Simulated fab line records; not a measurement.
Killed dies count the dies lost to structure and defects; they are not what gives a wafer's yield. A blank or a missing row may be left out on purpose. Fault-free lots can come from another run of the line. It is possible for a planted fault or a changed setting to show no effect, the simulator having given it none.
Chamber matching | flow n5 finfet | N5_SD_EPI_N_ETCH_34 on rie diel-02: 4 sister chambers
The step etches SiARC in CF4, target depth 45.5 nm, time 75.8 s. 4 wafers are shown with their chamber, then 7 later ones without.

== WAFERS, EACH WITH ITS CHAMBER ==
wafer  | chamber | showerhead plenum p Torr (Torr)
L084.3 | 1       | 2.23
L084.6 | 0       | 2.17
L091.1 | 3       | 2.19
L091.4 | 2       | 2.16

== WAFERS WITH NO CHAMBER GIVEN ==
wafer  | showerhead plenum p Torr (Torr)
L091.5 | 2.16
L092.2 | 2.19
L092.3 | 2.22
L092.6 | 2.22
L093.2 | 2.22
L093.5 | 2.16
L093.6 | 2.22

== WHICH CHAMBER EACH ONE RAN IN ==
wafer  | from the rows above     | in truth
L091.5 | can't be placed: 2 or 0 | 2
L092.2 | 3                       | 3
L092.3 | 1                       | 1
L092.6 | 1                       | 1
L093.2 | 1                       | 1
L093.5 | can't be placed: 2 or 0 | 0
L093.6 | 1                       | 1
5 of 7 placed correctly. Can't be placed from these rows: 2 (the true chamber is among the candidates in 2). Wrongly placed: 0.
How it was worked out, from the rows above alone: a wafer's distance from a chamber is the root of the sum, over the readings, of the square of ((its reading less the chamber's mean) divided by the reading's scatter). The wafer belongs to the nearest chamber; if the next one is less than 2 further off, it can't be placed. A chamber's mean is the mean of its shown wafers. The scatter: root of mean squared gap, hidden wafer to nearest shown wafer, with one shown wafer a chamber.
